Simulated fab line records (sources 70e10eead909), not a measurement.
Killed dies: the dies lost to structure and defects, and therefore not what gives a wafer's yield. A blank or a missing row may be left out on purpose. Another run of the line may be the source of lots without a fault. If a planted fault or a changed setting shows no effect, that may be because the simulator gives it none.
The tool behind it: which one? || flow nand harc || 33 wafers sampled from 11 lots at 1 step of a route of 1302

== WHAT EACH GAUGE READ, for each wafer ==
NHARC_A_SGD_CUT_OVL_MEAS_10.
{"lot": "L075", "measured": "day 19 16:59", "on": "overlay-01", "overlay x nm (nm)": "-0.7 -1.0 -1.1"}
{"lot": "L079", "measured": "day 20 20:57", "on": "overlay-02", "overlay x nm (nm)": "-0.7 -0.3 -0.1"}
{"lot": "L080", "measured": "day 22 07:25", "on": "overlay-01", "overlay x nm (nm)": "0.1 -0.6 -0.4"}
{"lot": "L083", "measured": "day 23 08:11", "on": "overlay-02", "overlay x nm (nm)": "-0.3 0.6 0.6"}
{"lot": "L084", "measured": "day 23 17:31", "on": "overlay-02", "overlay x nm (nm)": "0.4 0.4 0.4"}
{"lot": "L087", "measured": "day 25 01:11", "on": "overlay-01", "overlay x nm (nm)": "-1.0 -1.0 -1.7"}
{"lot": "L090", "measured": "day 25 14:32", "on": "overlay-02", "overlay x nm (nm)": "0.4 0.3 0.0"}
{"lot": "L091", "measured": "day 25 21:45", "on": "overlay-02", "overlay x nm (nm)": "0.6 0.2 0.2"}
{"lot": "L094", "measured": "day 27 05:02", "on": "overlay-02", "overlay x nm (nm)": "1.1 1.2 1.0"}
{"lot": "L095", "measured": "day 27 22:50", "on": "overlay-01", "overlay x nm (nm)": "-1.6 -0.6 -1.8"}
{"lot": "L097", "measured": "day 28 16:36", "on": "overlay-01", "overlay x nm (nm)": "-1.3 -0.8 -1.4"}

== WHAT TOOL EACH LOT RAN ON (gives the tool, then ch and the chambers of the sampled wafers, and finally the start) ==
Before these readings, the record contains no process step.

== THE ANSWER, worked out from the rows above alone ==
Rule: what is usual is taken from the lots themselves. The widest of any qualifying gaps counts: lots, ordered by their means at a reading, are off when they make up no more than a third of the lots, leave a main group of 4 or more, and stand apart from it by 3 or more times the standard deviation of that group's means. If all means in a main group match to the digits the tables above print for the reading, that group is not used. A lot without any number at a reading at which 4 lots or more have one is off too. Any other lot the step has rows for is counted as sound.
Across all readings shown, no lot is off: no conclusion can be drawn from this.

== WHAT THE SIMULATOR HAD PUT IN ==
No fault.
